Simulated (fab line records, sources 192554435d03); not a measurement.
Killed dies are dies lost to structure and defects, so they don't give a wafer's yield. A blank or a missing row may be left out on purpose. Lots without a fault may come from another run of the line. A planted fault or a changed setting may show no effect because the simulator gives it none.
Split-lot experiment | flow n5_finfet | 7 lots, 39 wafers read, on a route of 1938 steps

THE SPLIT
At N5_MOL_CONTACT_COAG_ETCH_110 (etches Si in CF4/O2, target depth 2.5 nm, time 8 s), the setting bias_w was moved away from the recipe's 12 W on 9 of the 39 wafers read, by -16.7% to +7.2%. The other wafers ran this setting at the recipe's value.

The reading is taken at the split's own step.

THE READING
rf_vpp_V, in V, at N5_MOL_CONTACT_COAG_ETCH_110 (etches Si in CF4/O2, target depth 2.5 nm, time 8 s). Fault-free wafers of this fab line usually give 128.2 V, standard deviation 1.7 V.

wafer  | tool, chamber at the split | bias_w as run, W | against the recipe | rf_vpp_V, V | against lot-mates on the recipe
L077.1 | rie_diel-06, 2             | 12               | recipe             | 127.5       | -
L077.2 | rie_diel-06, 3             | 12               | recipe             | 129.2       | -
L077.3 | rie_diel-06, 0             | 12               | recipe             | 125.1       | -
L077.4 | rie_diel-06, 2             | 12               | recipe             | 128.9       | -
L077.5 | rie_diel-06, 3             | 12               | recipe             | 128.8       | -
L077.6 | rie_diel-06, 0             | 12               | recipe             | 125.2       | -
L082.1 | rie_diel-02, 1             | 12               | recipe             | 128.6       | -
L082.2 | rie_diel-02, 3             | 12               | recipe             | 128.0       | -
L082.3 | rie_diel-02, 2             | 12               | recipe             | 131.3       | -
L082.4 | rie_diel-02, 0             | 12               | recipe             | 127.7       | -
L082.5 | rie_diel-02, 2             | 12               | recipe             | 130.3       | -
L082.6 | rie_diel-02, 1             | 12               | recipe             | 127.3       | -
L083.1 | rie_diel-06, 0             | 12               | recipe             | 125.1       | -
L083.2 | rie_diel-06, 1             | 12               | recipe             | 126.5       | -
L083.3 | rie_diel-06, 3             | 12               | recipe             | 130.6       | -
L083.4 | rie_diel-06, 0             | 12.86            | +7.2%              | 133.0       | +5.6
L083.5 | rie_diel-06, 1             | 12.86            | +7.2%              | 134.8       | +7.4
L083.6 | rie_diel-06, 3             | 12.86            | +7.2%              | 136.4       | +9.0
L085.1 | rie_diel-06, 1             | 12               | recipe             | 127.0       | -
L085.2 | rie_diel-06, 0             | 12               | recipe             | 125.9       | -
L085.3 | rie_diel-06, 3             | 12               | recipe             | 130.9       | -
L085.4 | rie_diel-06, 2             | 12               | recipe             | 127.6       | -
L085.5 | rie_diel-06, 3             | 12               | recipe             | 129.2       | -
L085.6 | rie_diel-06, 0             | 12               | recipe             | 126.5       | -
L088.1 | rie_diel-06, 2             | 10.44            | -13.0%             | 113.3       | -12.4
L088.2 | rie_diel-06, 0             | 12               | recipe             | 125.2       | -
L088.3 | rie_diel-06, 3             | 10.44            | -13.0%             | 114.7       | -11.0
L088.4 | rie_diel-06, 2             | 12               | recipe             | 127.1       | -
L088.5 | rie_diel-06, 0             | 12               | recipe             | 124.9       | -
L088.6 | rie_diel-06, 3             | 10.44            | -13.0%             | 116.3       | -9.4
L091.1 | rie_diel-05, 0             | 12               | recipe             | 126.7       | -
L091.3 | rie_diel-05, 2             | 12               | recipe             | 128.9       | -
L091.6 | rie_diel-05, 3             | 12               | recipe             | 127.5       | -
L096.1 | rie_diel-06, 2             | 12               | recipe             | 126.7       | -
L096.2 | rie_diel-06, 3             | 9.997            | -16.7%             | 110.4       | -16.3
L096.3 | rie_diel-06, 0             | 12               | recipe             | 124.7       | -
L096.4 | rie_diel-06, 1             | 9.997            | -16.7%             | 112.0       | -14.7
L096.5 | rie_diel-06, 0             | 9.997            | -16.7%             | 107.9       | -18.8
L096.6 | rie_diel-06, 1             | 12               | recipe             | 128.7       | -

THE FIT
A straight line over all 39 wafers: rf_vpp_V changes by +1.02 V for each +1% of bias_w; r = +0.96; the points scatter about the line by 1.8 V.
The same after taking each lot's own level away (the mean of its wafers on the recipe; 39 wafers): +0.95 V for each +1%; r = +0.96; scatter 1.7 V.
On that fit, the largest move of bias_w shifts the reading by 16 V.
The lots' own levels span 125.73 to 128.87 V, that is 1.8 times the standard deviation above.
So the lot-to-lot level changes the slope little: the two slopes agree.
Check: with one of the wafers moved furthest among these (-16.7%) left out of the fit, the line predicts -15.7 V for it against its lot-mates. It came out at -16.3 V against them.
Tool readings at the split's step, against how far the setting was moved: rf_vpp_V r = +0.96.

OTHER SPLITS ON THESE WAFERS
These wafers also went through other splits before the reading. Each is held against what the fit with the lots' levels taken away leaves over:
other split on the same wafers     | wafers away from the commonest value | r with rf_vpp_V (lot level and that fit taken away)
N5_FIN_SAQP_ETCH_65 time_s         | 9                                    | -0.20
N5_FIN_SAQP_ETCH_34 source_w       | 9                                    | -0.16
N5_DUMMY_GATE_ETCH_42 bias_w       | 18                                   | -0.03
N5_SPACER0_ALD_00 ald_cycles       | 12                                   | +0.01
N5_SD_EPI_P_ETCH_16 target_depth_a | 15                                   | +0.12
N5_HKMG_FIN_CVD_62 temp_c          | 9                                    | -0.07

THE FILE'S OWN FIT
rf_vpp_V changes by +0.948 V for each +1% of bias_w, r = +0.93.
